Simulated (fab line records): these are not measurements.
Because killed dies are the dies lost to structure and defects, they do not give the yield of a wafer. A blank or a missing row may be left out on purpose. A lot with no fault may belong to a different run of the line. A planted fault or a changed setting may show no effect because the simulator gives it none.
Chamber matching || flow n5 finfet || pecvd-04 running N5_PASSIVATION_PECVD_35: 3 sister chambers
The step deposits SiNx from SiH4/NH3/N2, target thk 700 nm, time 151.3 s. 14 wafers are shown with their chamber, then 6 later ones without.

WAFERS PAIRED WITH THEIR CHAMBERS
{"wafer": "L282.1", "chamber": 1, "showerhead plenum p Torr (Torr)": 8.79, "throttle valve pct (%)": 28.7, "heater power outer w (W)": 138}
{"wafer": "L282.6", "chamber": 2, "showerhead plenum p Torr (Torr)": 8.69, "throttle valve pct (%)": 28.0, "heater power outer w (W)": 302}
{"wafer": "L284.2", "chamber": 2, "showerhead plenum p Torr (Torr)": 8.70, "throttle valve pct (%)": 28.1, "heater power outer w (W)": 318}
{"wafer": "L284.3", "chamber": 0, "showerhead plenum p Torr (Torr)": 8.59, "throttle valve pct (%)": 29.5, "heater power outer w (W)": 124}
{"wafer": "L284.4", "chamber": 1, "showerhead plenum p Torr (Torr)": 8.78, "throttle valve pct (%)": 28.6, "heater power outer w (W)": 212}
{"wafer": "L289.2", "chamber": 0, "showerhead plenum p Torr (Torr)": 8.59, "throttle valve pct (%)": 29.6, "heater power outer w (W)": 125}
{"wafer": "L289.3", "chamber": 2, "showerhead plenum p Torr (Torr)": 8.67, "throttle valve pct (%)": 27.9, "heater power outer w (W)": 217}
{"wafer": "L289.4", "chamber": 0, "showerhead plenum p Torr (Torr)": 8.59, "throttle valve pct (%)": 29.4, "heater power outer w (W)": 40}
{"wafer": "L286.1", "chamber": 1, "showerhead plenum p Torr (Torr)": 8.78, "throttle valve pct (%)": 28.5, "heater power outer w (W)": 192}
{"wafer": "L286.2", "chamber": 0, "showerhead plenum p Torr (Torr)": 8.58, "throttle valve pct (%)": 29.5, "heater power outer w (W)": 130}
{"wafer": "L286.3", "chamber": 2, "showerhead plenum p Torr (Torr)": 8.70, "throttle valve pct (%)": 28.0, "heater power outer w (W)": 314}
{"wafer": "L293.3", "chamber": 1, "showerhead plenum p Torr (Torr)": 8.79, "throttle valve pct (%)": 28.5, "heater power outer w (W)": 246}
{"wafer": "L293.4", "chamber": 1, "showerhead plenum p Torr (Torr)": 8.78, "throttle valve pct (%)": 28.6, "heater power outer w (W)": 136}
{"wafer": "L293.5", "chamber": 0, "showerhead plenum p Torr (Torr)": 8.59, "throttle valve pct (%)": 29.3, "heater power outer w (W)": 140}

SIGNATURES (averages over the wafers above)
{"reading": "showerhead plenum p Torr", "chamber 0": 8.5880, "chamber 1": 8.7840, "chamber 2": 8.6900, "scatter within a chamber": 0.00853}
{"reading": "throttle valve pct", "chamber 0": 29.460, "chamber 1": 28.580, "chamber 2": 28.000, "scatter within a chamber": 0.0953}
{"reading": "heater power outer w", "chamber 0": 111.80, "chamber 1": 184.80, "chamber 2": 287.75, "scatter within a chamber": 45.3}
Rule: a wafer lies at a distance from a chamber equal to the root of the sum of squares, over the readings, of (its reading less the chamber's mean, divided by the reading's scatter). The wafer belongs to the nearest chamber; if the next one is less than 2 further off, it can't be placed. How the scatter is found: for the shown wafers, subtract from each reading the mean of its chamber, square and add these, divide the total by (wafers less chambers), then take the root.

WAFERS WITH NO CHAMBER GIVEN
{"wafer": "L300.1", "showerhead plenum p Torr (Torr)": 8.59, "throttle valve pct (%)": 29.5, "heater power outer w (W)": 144}
{"wafer": "L300.2", "showerhead plenum p Torr (Torr)": 8.80, "throttle valve pct (%)": 28.7, "heater power outer w (W)": 237}
{"wafer": "L300.5", "showerhead plenum p Torr (Torr)": 8.68, "throttle valve pct (%)": 28.8, "heater power outer w (W)": 275}
{"wafer": "L305.1", "showerhead plenum p Torr (Torr)": 8.77, "throttle valve pct (%)": 28.5, "heater power outer w (W)": 210}
{"wafer": "L305.2", "showerhead plenum p Torr (Torr)": 8.60, "throttle valve pct (%)": 29.5, "heater power outer w (W)": 120}
{"wafer": "L305.5", "showerhead plenum p Torr (Torr)": 8.78, "throttle valve pct (%)": 29.0, "heater power outer w (W)": 248}

WHICH CHAMBER EACH ONE RAN IN
{"wafer": "L300.1", "from the rows above": 0, "in truth": 0}
{"wafer": "L300.2", "from the rows above": 1, "in truth": 1}
{"wafer": "L300.5", "from the rows above": 2, "in truth": 2}
{"wafer": "L305.1", "from the rows above": 1, "in truth": 1}
{"wafer": "L305.2", "from the rows above": 0, "in truth": 0}
{"wafer": "L305.5", "from the rows above": 1, "in truth": 1}
Placed correctly: 6 of 6. Not placeable from these rows: 0. Number placed wrongly: 0.
